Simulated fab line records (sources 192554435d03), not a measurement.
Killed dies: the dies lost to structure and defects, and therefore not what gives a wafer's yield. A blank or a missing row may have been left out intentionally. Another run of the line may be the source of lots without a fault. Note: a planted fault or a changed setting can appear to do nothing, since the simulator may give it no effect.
Which tool is to blame?	flow n5_finfet	Sampling: 9 lots, 26 wafers, 5 of 1938 route steps

== WHAT EACH GAUGE READ, for each wafer ==
N5_BEOL_M4_RC_MEAS_101.
lot	measured	on	DIBL_N (mV/V)
L864	day 8 06:25	prober-01	33.8 35.8 36.9
L865	day 8 06:00	prober-02	39.4 36.0 39.1
L868	day 9 04:03	prober-01	34.1 37.2 35.7
L875	day 10 23:50	prober-02	37.0 35.4 38.6
L876	day 11 06:01	prober-01	36.2 38.2 35.7
L879	day 11 23:55	prober-01	35.3 39.3 34.5
L880	day 12 12:00	prober-02	33.3 38.0 34.9
L882	day 12 20:33	prober-02	40.0 42.3
L885	day 13 18:46	prober-01	37.0 32.3 34.5

== EACH LOT AND THE TOOL THAT RAN IT (in order: tool; ch and the chambers of the sampled wafers; start) ==
lot	N5_HKMG_FIN_ETCH_32	N5_HKMG_FIN_STRIP_92	N5_HKMG_FIN_COAT_85	N5_HKMG_FIN_ETCH_67
L864	rie_diel-05 ch 0,1, day 4 06:08	rie_diel-05 ch 0,1, day 4 06:30	litho_track-02 ch 0, day 4 07:19	rie_diel-05 ch 1,3, day 4 08:31
L865	rie_diel-05 ch 2,3, day 4 08:06	rie_diel-05 ch 2,3, day 4 08:28	litho_track-03 ch 0, day 4 09:16	rie_diel-05 ch 0,2,3, day 4 10:24
L868	rie_diel-04 ch 0,1,2, day 5 04:02	rie_diel-04 ch 0,1,2, day 5 04:24	litho_track-03 ch 0, day 5 05:13	rie_diel-04 ch 0,1,2, day 5 06:25
L875	rie_diel-01 ch 0,1,2, day 7 00:22	rie_diel-01 ch 0,1,2, day 7 00:43	litho_track-03 ch 0, day 7 01:31	rie_diel-01 ch 1,2,3, day 7 02:40
L876	rie_diel-01 ch 0,3, day 7 07:54	rie_diel-01 ch 0,3, day 7 08:16	litho_track-03 ch 0, day 7 09:05	rie_diel-01 ch 1,2,3, day 7 10:13
L879	rie_diel-05 ch 0,2,3, day 8 05:59	rie_diel-05 ch 0,2,3, day 8 06:21	litho_track-02 ch 0, day 8 07:10	rie_diel-01 ch 0,2, day 8 08:20
L880	rie_diel-04 ch 0,1,2, day 8 12:20	rie_diel-04 ch 0,1,2, day 8 12:41	litho_track-02 ch 0, day 8 13:29	rie_diel-05 ch 1,2, day 8 14:40
L882	rie_diel-01 ch 0,2, day 8 21:05	rie_diel-01 ch 0,2, day 8 21:27	litho_track-02 ch 0, day 8 22:16	rie_diel-04 ch 0,1, day 8 23:25
L885	rie_diel-04 ch 2,3, day 9 10:37	rie_diel-04 ch 2,3, day 9 11:09	litho_track-02 ch 0, day 9 12:00	rie_diel-04 ch 2,3, day 9 13:11
- N5_HKMG_FIN_ETCH_32: etches SOC in N2/H2, target depth 240 nm, time 300 s.
- N5_HKMG_FIN_STRIP_92: strips SOC in N2/H2, time 20 s.
- N5_HKMG_FIN_COAT_85: time 60 s, resist thk 300 nm.
- N5_HKMG_FIN_ETCH_67: etches SOC in N2/H2, stops on TiN, target depth 388.9 nm.

== THE ANSWER, worked out from the rows above alone ==
Rule: the usual values come from the lots themselves. Put in order of their means at a reading, lots are off if they are a third of the lots or fewer, leave a main group of 4 or more, and stand apart from it by a gap of 3 or more times the standard deviation of the main group's means; of several such gaps the widest counts. If all means in a main group match to the digits the tables above print for the reading, that group is not used. A lot without any number at a reading at which 4 lots or more have one is off too. The other lots that the step has rows for count as sound.
Nothing can be told from this: no lot is off at any reading shown.

== WHAT THE SIMULATOR PUT IN ==
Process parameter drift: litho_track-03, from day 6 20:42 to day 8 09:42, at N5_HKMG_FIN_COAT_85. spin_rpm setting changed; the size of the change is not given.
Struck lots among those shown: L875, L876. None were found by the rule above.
